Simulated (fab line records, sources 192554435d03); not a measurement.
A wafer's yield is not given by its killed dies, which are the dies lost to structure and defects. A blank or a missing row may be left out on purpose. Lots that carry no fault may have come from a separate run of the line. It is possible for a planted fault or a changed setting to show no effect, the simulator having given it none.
fab line records	flow n5-finfet
record: lots: 9	wafers: 27	last-day: 18
route steps=1938 shown BEOL_M4@1111 BEOL_M10@1511 BEOL_M11@1581 PASSIVATION@1936
lots with no fault: from the same line, run without faults
start-h: hours from the record's first day to the start of the lot's first wafer shown	wait-h: how many hours have passed since the lot's step before this one	" as in the row above	L1.1+2: one row covering several wafers at once	- value missing, or start not given	* or withheld: withheld	< > ~ a bound
route shown NAME@n: names a module that has steps shown in the file, with the first one's number in the route	usual: mean and standard deviation over wafers with no fault	same: alike in all rows	chamber/n: place in a boat	sites: each site's reading	_std_site: their standard deviation	_edge_site: mean of outer sites minus mean of inner sites	radius-mm: for every site, how far away it sits from the centre of the wafer	mask NAME#n: copy n	behind: the tool/chamber that last shaped the wafer	hold: cause of the lot's hold/its duration in hours/its outcome	device: transistor that didn't switch, given as n, p or np	end of line: the same wafers' tests at the end of the route	where a step has no rows: the recipe by itself	killed: dies lost to structure and defects at the first sort, not the wafer's yield	map: a wafer's dies, x killed, . not, _ none there
set.NAME: the setting as run; set.NAME@STEP: as run at that earlier step	model.NAME: the simulator's own value behind a step, which no gauge read
the route's steps for a sample of lots (tables are steps, rows are wafers)
services: when a tool's chamber went out of use (start-h, in hours from the record's first day, below 0 if earlier), for how many hours, and the reason
== steps ==
step: N5_BEOL_M4_RC_MEAS_101
usual: DIBL_N: 36.5/1.4	DIBL_P: 36.6/1.9	IOFF_N: 0.167/0.029	IOFF_P: 0.21/0.033	ION_N: 674/12	ION_P: 460/8.9	SS_N: 71.6/0.57	SS_P: 73.4/0.61	VT_N: 249/3.3	VT_P: -250/3.3
lot.wafer	tool	chamber	start-h	wait-h	DIBL_N[mV/V]	DIBL_P[mV/V]	IOFF_N[nA/um]	IOFF_P[nA/um]	ION_N[uA/um]	ION_P[uA/um]	SS_N[mV/dec]	SS_P[mV/dec]	VT_N[mV]	VT_P[mV]
L805.1	prober-02	0	178.37	0.0	36.0	36.0	0.160	0.20	664	454	71.5	73.9	250	-252
L805.3	"	0	"	"	34.5	33.9	0.134	0.18	657	450	71.3	73.7	252	-256
L805.5	"	0	"	"	38.5	39.2	0.214	0.26	674	459	72.6	74.7	244	-247
L807.1	prober-02	0	195.26	0.0	36.6	35.3	0.158	0.23	678	467	71.5	73.4	250	-248
L807.5	"	0	"	"	35.1	33.9	0.135	0.21	662	462	70.4	73.0	252	-248
L807.6	"	0	"	"	37.3	36.3	0.173	0.25	677	470	71.1	73.6	250	-244
L808.3	prober-01	0	196.11	0.3	35.8	34.7	0.145	0.19	660	451	71.2	73.5	249	-251
L808.5	"	0	"	"	35.5	34.8	0.150	0.20	681	465	71.0	73.2	250	-249
L808.6	"	0	"	"	37.0	36.7	0.172	0.23	667	460	70.9	73.8	248	-248
L812.2	prober-01	0	214.88	0.2	35.4	34.6	0.153	0.18	678	460	71.9	72.6	250	-254
L812.5	"	0	"	"	37.5	37.5	0.210	0.21	689	465	71.5	73.6	245	-251
L812.6	"	0	"	"	36.1	35.6	0.158	0.18	671	453	71.5	72.5	249	-253
L820.2	prober-02	0	269.37	0.2	35.6	35.7	0.135	0.16	662	445	71.4	72.4	255	-255
L820.5	"	0	"	"	36.2	36.2	0.152	0.17	664	446	70.7	73.0	249	-255
L820.6	"	0	"	"	37.4	37.4	0.164	0.20	674	454	72.3	72.9	251	-255
L823.1	prober-02	0	289.57	0.0	36.3	36.5	0.160	0.20	671	456	72.0	74.1	248	-253
L823.4	"	0	"	"	35.6	36.2	0.138	0.20	660	451	71.5	73.5	254	-255
L823.5	"	0	"	"	35.4	35.1	0.140	0.19	673	459	70.9	74.4	252	-253
L821.4	prober-01	0	289.69	0.5	37.9	38.4	0.174	0.24	668	462	72.1	73.4	248	-251
L821.5	"	0	"	"	39.4	41.1	0.228	0.29	703	481	71.8	74.9	245	-247
L821.6	"	0	"	"	38.6	38.5	0.181	0.23	658	452	71.8	73.6	250	-251
L824.1	prober-02	0	295.18	0.0	34.0	34.6	0.139	0.20	679	465	71.0	72.8	250	-249
L824.3	"	0	"	"	36.4	37.1	0.179	0.24	669	466	72.0	73.6	247	-243
L824.4	"	0	"	"	36.2	37.3	0.174	0.25	674	467	71.8	73.0	248	-245
L826.2	prober-01	0	308.71	0.2	35.2	34.8	0.133	0.19	649	452	72.1	72.1	252	-252
L826.3	"	0	"	"	35.4	35.0	0.141	0.20	670	462	71.4	72.8	250	-251
L826.5	"	0	"	"	36.6	36.5	0.165	0.21	663	447	72.4	71.9	249	-251
step: N5_BEOL_M10_STRIP_36
recipe: chemistry: N2/H2	power-w: 450	temp-c: 40	pressure-mtorr: 20	rf-frequency-hz: 6e+07	overash-fraction: 0.3	bias-power-w: 7	h2-frac: 0.5	n2-flow-sccm: 200	h2-flow-sccm: 200
usual: drypump-motor-current-A: 5.6/0.59	oes-product-au: 0.83/0.083	rf-vpp-V: 59.2/2	showerhead-plenum-p-Torr: 2.54/0.092	temp-c: 40.01/0.11	throttle-valve-pct: 23.4/0.31
lot.wafer	tool	chamber	start-h	wait-h	drypump-motor-current-A	oes-product-au	rf-hours-counter-h	rf-vpp-V	showerhead-plenum-p-Torr	temp-c	throttle-valve-pct
L805.1	rie-diel-06	3	230.22	0.0	6.7	0.69	227	60.3	2.59	39.97	23.6
L805.3	"	0	"	"	5.0	0.87	64	61.1	2.69	40.00	23.2
L805.5	"	2	"	"	6.5	0.70	-	56.4	2.39	40.12	24.0
L808.3	rie-diel-05	1	240.75	0.0	4.9	0.86	42	62.2	2.48	39.87	22.9
L808.5	"	0	"	"	5.3	0.75	-	61.4	2.45	40.05	23.6
L808.6	"	3	"	"	5.4	0.92	-	58.1	2.50	39.85	23.4
L807.1	rie-diel-05	1	241.21	0.0	4.9	0.86	43	59.4	2.47	40.02	22.9
L807.5	"	0	"	"	5.2	0.78	-	57.4	2.45	40.11	23.6
L807.6	"	3	"	"	5.4	0.92	-	57.2	2.50	40.12	23.4
L812.2	rie-diel-05	1	260.49	0.0	4.8	0.85	50	57.2	2.47	39.92	22.8
L812.5	"	1	"	"	4.8	0.86	-	60.0	2.47	39.90	22.8
L812.6	"	0	"	"	5.3	0.77	-	60.9	2.44	39.98	23.6
L820.2	rie-diel-06	0	325.03	0.0	5.0	0.83	103	60.1	2.67	39.94	23.3
L820.5	"	3	"	"	6.6	1.02	-	56.5	2.58	39.92	23.3
L820.6	"	2	"	"	6.5	0.95	-	59.8	2.70	40.10	23.9
L823.1	rie-diel-06	0	337.61	0.0	5.0	0.82	108	57.2	2.67	39.95	23.2
L823.4	"	1	"	"	5.1	0.84	38	60.3	2.47	40.14	23.2
L823.5	"	0	"	"	5.0	0.82	-	59.4	2.67	39.97	23.3
L821.4	rie-diel-06	1	338.55	0.0	5.1	0.87	39	57.4	2.48	39.84	23.2
L821.5	"	2	"	"	6.5	0.95	-	59.6	2.70	40.00	23.9
L821.6	"	3	"	"	6.7	0.98	-	59.7	2.58	40.03	23.3
L824.1	rie-diel-05	1	344.94	0.0	4.9	0.82	79	57.0	2.46	39.98	22.9
L824.3	"	3	"	"	5.4	0.85	44	61.2	2.49	40.08	23.4
L824.4	"	0	"	"	5.3	0.75	167	58.0	2.43	40.13	23.6
L826.2	rie-diel-02	1	358.19	0.0	6.0	0.86	24	58.8	2.59	39.98	23.7
L826.3	"	2	"	"	5.3	0.79	104	60.6	2.66	40.03	23.1
L826.5	"	3	"	"	5.8	0.74	-	58.7	2.53	39.97	23.6
step: N5_BEOL_M10_SURFACE_TREAT_76
recipe: gas: Ar	time-s: *	ion-energy-ev: *	ion-current-ma-cm2: 0.5	pressure-mtorr: *	ar-flow-sccm: 30
usual: ar-flow-sccm: 30.00/0.085	throttle-valve-pct: *
lot.wafer	tool	chamber	start-h	wait-h	ar-flow-sccm	throttle-valve-pct
L805.1	pvd-sputter-03	-	231.46	0.3	29.88	*
L805.3	"	-	"	"	29.89	*
L805.5	"	-	"	"	30.16	*
L808.3	pvd-sputter-03	-	242.05	0.2	30.02	*
L808.5	"	-	"	"	29.94	*
L808.6	"	-	"	"	29.94	*
L807.1	pvd-sputter-01	-	242.57	0.2	29.98	*
L807.5	"	-	"	"	29.95	*
L807.6	"	-	"	"	30.11	*
L812.2	pvd-sputter-03	-	262.63	0.9	29.89	*
L812.5	"	-	"	"	29.90	*
L812.6	"	-	"	"	29.96	*
L820.2	pvd-sputter-02	-	326.39	0.2	30.02	*
L820.5	"	-	"	"	30.14	*
L820.6	"	-	"	"	29.98	*
L823.1	pvd-sputter-01	-	339.85	0.2	30.07	*
L823.4	"	-	"	"	30.09	*
L823.5	"	-	"	"	30.08	*
L821.4	pvd-sputter-03	-	342.16	1.5	30.04	*
L821.5	"	-	"	"	30.09	*
L821.6	"	-	"	"	29.83	*
L824.1	pvd-sputter-02	-	346.55	0.4	30.00	*
L824.3	"	-	"	"	29.95	*
L824.4	"	-	"	"	30.02	*
L826.2	pvd-sputter-01	-	361.07	0.2	30.06	*
L826.3	"	-	"	"	29.90	*
L826.5	"	-	"	"	30.07	*
step: N5_BEOL_M11_OCD_MEAS_38
usual: trench-depth-nm: 149/3
lot.wafer	tool	chamber	start-h	wait-h	trench-depth-nm
L805.1	ocd-01	-	237.56	-	149
L805.3	"	-	"	"	146
L805.5	"	-	"	"	147
L808.3	ocd-01	-	247.18	-	149
L808.5	"	-	"	"	148
L808.6	"	-	"	"	147
L807.1	ocd-01	-	249.16	-	146
L807.5	"	-	"	"	157
L807.6	"	-	"	"	147
L812.2	ocd-02	-	272.95	-	146
L812.5	"	-	"	"	147
L812.6	"	-	"	"	146
L820.2	ocd-02	-	331.58	-	152
L820.5	"	-	"	"	151
L820.6	"	-	"	"	151
L823.1	ocd-02	-	347.40	-	149
L823.4	"	-	"	"	156
L823.5	"	-	"	"	149
L821.4	ocd-02	-	348.09	-	147
L821.5	"	-	"	"	154
L821.6	"	-	"	"	149
L824.1	ocd-01	-	351.62	-	149
L824.3	"	-	"	"	148
L824.4	"	-	"	"	148
L826.2	ocd-01	-	379.95	-	154
L826.3	"	-	"	"	153
L826.5	"	-	"	"	152
step: N5_BEOL_M11_CMP_52
recipe: stop-on: SiCOH_lowk	t-overpolish-s: 7	down-force-psi: 1	platen-rpm: 50	clearing-platen-down-force-psi: 1.5	clearing-platen-rpm: 50	post-cmp-clean: cu-alkaline	target-thk-nm: 140	clearing-platen-pad-velocity-m-s: 0.99484	pad-velocity-m-s: 0.99484
usual: barrier-field-endpoint-s: 28.4/0.79	motor-current-A: 6.0/0.5	overpolish-run-s: 7.002/0.009	time-to-endpoint-s: 66/3.8
lot.wafer	tool	chamber	start-h	wait-h	barrier-field-endpoint-s	motor-current-A	overpolish-run-s	time-to-endpoint-s
L805.1	cmp-03	0	241.21	0.3	28.3	6.3	6.992	66
L805.3	"	1	"	"	26.7	6.3	7.004	63
L805.5	"	1	"	"	27.6	6.4	6.998	63
L808.3	cmp-03	0	250.73	0.3	28.2	6.7	7.002	67
L808.5	"	1	"	"	27.6	6.5	7.000	62
L808.6	"	2	"	"	46.9	5.7	0.030	85
L807.1	cmp-01	3	251.54	0.3	28.3	6.9	7.018	69
L807.6	"	1	"	"	29.0	5.4	7.018	69
L807.5	"	2	"	"	28.7	6.0	7.000	69
L812.2	cmp-03	2	275.23	0.2	46.9	5.7	0.039	86
L812.6	"	2	"	"	46.9	5.9	0.052	87
L812.5	"	3	"	"	28.9	6.2	6.998	69
L820.2	cmp-01	0	333.92	0.2	27.7	5.3	6.999	68
L820.5	"	0	"	"	27.9	5.4	6.993	67
L820.6	"	1	"	"	29.2	5.1	7.007	70
L823.1	cmp-03	0	349.98	0.3	27.9	6.6	7.005	65
L823.4	"	2	"	"	28.5	5.6	7.001	61
L823.5	"	3	"	"	28.4	5.9	7.006	67
L821.4	cmp-04	1	351.69	0.2	28.3	5.9	6.990	67
L821.5	"	0	"	"	29.7	6.1	7.004	70
L821.6	"	1	"	"	28.3	6.0	7.007	68
L824.3	cmp-01	2	353.85	0.2	29.5	5.5	7.011	69
L824.1	"	0	"	"	28.4	5.5	6.994	66
L824.4	"	1	"	"	29.1	5.3	6.994	69
L826.3	cmp-01	3	382.69	0.2	29.0	7.1	7.010	67
L826.2	"	0	"	"	28.8	5.3	6.992	65
L826.5	"	2	"	"	30.2	5.8	6.995	67
step: N5_BEOL_M11_THK_MEAS_53
recipe: thk-meas-gauge: xrf	reads: Cu_of_BEOL_M11_ECD_50
usual: M11_THK: 138/3.3
lot.wafer	tool	chamber	start-h	wait-h	M11_THK[nm]
L805.1	film-metro-01	-	241.50	-	135
L805.3	"	-	"	"	132
L805.5	"	-	"	"	134
L808.3	film-metro-02	-	250.91	-	136
L808.5	"	-	"	"	136
L808.6	"	-	"	"	242
L807.1	film-metro-02	-	251.75	-	138
L807.5	"	-	"	"	146
L807.6	"	-	"	"	139
L812.2	film-metro-01	-	275.53	-	240
L812.5	"	-	"	"	137
L812.6	"	-	"	"	246
L820.2	film-metro-02	-	334.21	-	140
L820.5	"	-	"	"	140
L820.6	"	-	"	"	140
L823.1	film-metro-01	-	350.23	-	137
L823.4	"	-	"	"	142
L823.5	"	-	"	"	138
L821.4	film-metro-01	-	351.95	-	136
L821.5	"	-	"	"	143
L821.6	"	-	"	"	138
L824.1	film-metro-02	-	354.15	-	135
L824.3	"	-	"	"	136
L824.4	"	-	"	"	136
L826.2	film-metro-01	-	382.94	-	141
L826.3	"	-	"	"	141
L826.5	"	-	"	"	141
step: N5_BEOL_M11_INSPECT_58
recipe: inspect-instrument: darkfield	mode: post-dep
usual: raw-defect-count: 71/23
lot.wafer	tool	chamber	start-h	wait-h	raw-defect-count
L805.1	defect-inspect-02	-	241.66	0.0	57
L805.3	"	-	"	"	80
L805.5	"	-	"	"	108
L808.3	defect-inspect-01	-	251.10	0.0	57
L808.5	"	-	"	"	82
L808.6	"	-	"	"	1116
L807.1	defect-inspect-02	-	251.91	0.0	50
L807.5	"	-	"	"	92
L807.6	"	-	"	"	56
L812.2	defect-inspect-01	-	275.68	0.0	1062
L812.5	"	-	"	"	50
L812.6	"	-	"	"	1034
L820.2	defect-inspect-02	-	334.36	0.0	94
L820.5	"	-	"	"	106
L820.6	"	-	"	"	61
L823.1	defect-inspect-02	-	350.38	0.0	46
L823.4	"	-	"	"	83
L823.5	"	-	"	"	59
L821.4	defect-inspect-02	-	352.10	0.0	73
L821.5	"	-	"	"	83
L821.6	"	-	"	"	21
L824.1	defect-inspect-02	-	354.30	0.0	70
L824.3	"	-	"	"	49
L824.4	"	-	"	"	79
L826.2	defect-inspect-01	-	383.09	0.0	99
L826.3	"	-	"	"	70
L826.5	"	-	"	"	88
step: N5_PASSIVATION_PROBE_49
usual: defect-limited-yield: 91.2/1.6	killed_at_M0_to_M3: 34/11	killed_at_M4_up: 14/5.7	killed-at-contacts: 14/6.6	killed-at-front-end: 37/10	killed-at-other: 4/3.2	killed-dies: 104/19	killed-on-rim: 14/4.1	killed-open: 69/13	killed-short: 33/8.7	sort_bin_5_function: 5.1/1	sort_bin_6_memory: 3.3/0.76	sort_bin_8_speed: 0.00/0.016	sort-n-pass: 1076/19	sort-yield-pct: 91.2/1.6
same: gross-dies: 1180	killed-at-back-side: 0	sort_bin_4_leakage[%]: 0
lot.wafer	tool	chamber	start-h	wait-h	defect-limited-yield[%]	killed_at_M0_to_M3	killed_at_M4_up	killed-at-contacts	killed-at-front-end	killed-at-other	killed-dies	killed-on-rim	killed-open	killed-short	sort_bin_5_function[%]	sort_bin_6_memory[%]	sort_bin_8_speed[%]	sort-n-pass	sort-yield-pct[%]
L808.3	prober-01	-	284.68	0.1	89.1	50	27	12	35	5	129	17	81	46	6.3	4.2	0	1051	89.1
L808.5	prober-01	-	284.78	0.2	88.8	50	22	18	40	2	132	20	92	40	7.3	3.7	0	1048	88.8
L808.6	prober-01	-	284.83	0.3	0	79	1041	19	40	1	1180	152	99	58	7.2	5.6	0	0	0
L812.2	prober-02	-	313.53	0.1	0	44	1097	10	28	1	1180	152	75	24	4.4	3.9	0	0	0
L812.5	prober-02	-	313.68	0.2	92.6	37	13	13	23	1	87	11	54	33	4.4	2.4	0	1093	92.6
L812.6	prober-02	-	313.73	0.3	0	26	1095	11	46	2	1180	152	77	25	4.6	4.0	0	0	0
killed by level:class
L808.3 BEOL_M4:geometric-particle:open=18 MOL_CONTACT_COAG:geometric-particle:open=11 BEOL_M0_SAQP:geometric-particle:open=11 BEOL_M0_SAQP:geometric-particle:short=11 FIN_SAQP:geometric-particle:open=10 BEOL_M1:geometric-particle:open=9 FIN_SAQP:geometric-particle:short=7 BEOL_M1:geometric-particle:short=6
L808.5 MOL_CONTACT_COAG:geometric-particle:open=14 BEOL_M1:geometric-particle:open=13 BEOL_M4:geometric-particle:open=13 FIN_SAQP:geometric-particle:short=9 BEOL_M0_SAQP:geometric-particle:short=9 BEOL_M0:geometric-particle:open=8 BEOL_M3:geometric-particle:open=6 FIN_SAQP:geometric-particle:open=5
L808.6 BEOL_M11:area-cmp=1022 BEOL_M0_SAQP:geometric-particle:open=25 BEOL_M0_SAQP:geometric-particle:short=23 MOL_CONTACT_COAG:geometric-particle:open=17 FIN_SAQP:geometric-particle:short=12 BEOL_M1:geometric-particle:open=10 BEOL_M4:geometric-particle:open=10 BEOL_M2:geometric-particle:open=9
L812.2 BEOL_M11:area-cmp=1081 BEOL_M2:geometric-particle:open=11 MOL_CONTACT_COAG:geometric-particle:open=9 BEOL_M3:geometric-particle:open=8 FIN_SAQP:geometric-particle:open=7 BEOL_M0_SAQP:geometric-particle:short=7 BEOL_M0_SAQP:geometric-particle:open=7 BEOL_M1:geometric-particle:open=6
L812.5 MOL_CONTACT_COAG:geometric-particle:open=9 BEOL_M2:geometric-particle:open=9 BEOL_M3:geometric-particle:open=8 STI_FIN_REVEAL:geometric-particle:open=6 GATE_CUT:geometric-particle:short=5 BEOL_M0_SAQP:geometric-particle:open=5 MOL_CONTACT_COAG:geometric-particle:short=4 BEOL_M4:geometric-particle:short=4
L812.6 BEOL_M11:area-cmp=1078 STI_FIN_REVEAL:geometric-particle:open=14 FIN_SAQP:geometric-particle:open=10 BEOL_M4:geometric-particle:open=10 MOL_CONTACT_COAG:geometric-particle:open=9 BEOL_M0_SAQP:geometric-particle:open=6 BEOL_M0_SAQP:geometric-particle:short=6 BEOL_M3:geometric-particle:open=5
== services ==
tool	chamber	start-h	hours	kind
cmp-03	-	220.94	0.8	repair
rie-diel-06	1	223.23	-	clean
rie-diel-06	1	223.23	-	consumable-replace:focus-ring
rie-diel-06	1	223.23	18.1	scheduled-down
cmp-03	-	233.89	0.3	repair
rie-diel-05	-	250.18	0.4	repair
cmp-03	-	259.78	4.0	pm
cmp-04	-	278.21	0.4	repair
cmp-01	-	287.77	0.5	repair
cmp-01	-	288.30	5.9	pm
cmp-01	-	302.33	2.0	repair
pvd-sputter-03	-	309.90	0.8	repair
cmp-03	-	311.07	5.7	pm
cmp-01	-	312.15	4.0	pm
cmp-03	-	324.47	1.2	repair
rie-diel-05	2	325.98	13.5	repair
rie-diel-05	-	330.64	3.9	repair
pvd-sputter-01	-	335.20	1.6	repair
rie-diel-05	3	336.29	3.1	repair
cmp-04	-	337.08	5.0	pm
cmp-03	-	338.28	3.1	repair
cmp-01	-	351.97	1.0	repair
rie-diel-02	1	370.04	5.3	repair
cmp-04	-	372.13	4.0	pm
== key ==
first-sign: step: N5_BEOL_M11_CMP_52	reading: overpolish-run-s	direction: down	sigmas: 99+	usual: 7.002	struck: 0.041
effect: step: N5_BEOL_M11_CMP_52	reading: barrier-field-endpoint-s	direction: up	sigmas: 23	usual: 28.4	struck: 46.9
effect: step: N5_BEOL_M11_THK_MEAS_53	reading: M11_THK	direction: up	sigmas: 32	usual: 138	struck: 243
effect: step: N5_BEOL_M11_INSPECT_58	reading: raw-defect-count	direction: up	sigmas: 44	usual: 71	struck: 1071
effect: step: N5_PASSIVATION_PROBE_49	reading: killed_at_M4_up	direction: up	sigmas: 99+	usual: 14	struck: 1078
more-kills-born-at: N5_BEOL_M11_CMP_52@cmp-03: 3181
met-at N5_BEOL_M11_CMP_52
struck-lots L808,L812
struck-wafers L808.6,L812.2,L812.6
later-rows-left-out L808.6,L812.2,L812.6
not-acting-at N5_BEOL_M10_STRIP_36,N5_BEOL_M10_SURFACE_TREAT_76,N5_BEOL_M11_OCD_MEAS_38
onset-between 241.21 250.73
fault: kind: process-parameter-drift	tool: cmp-03	chamber: -	onset-h: 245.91	steps: N5_BEOL_M11_CMP_52	channel: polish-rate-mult	offset: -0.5	shape: step	end-h: 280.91	scope: struck-wafers-only
later-rows-left-out: the simulator's readings of these wafers behind a module that went badly wrong aren't trusted and aren't shown, but for the sort
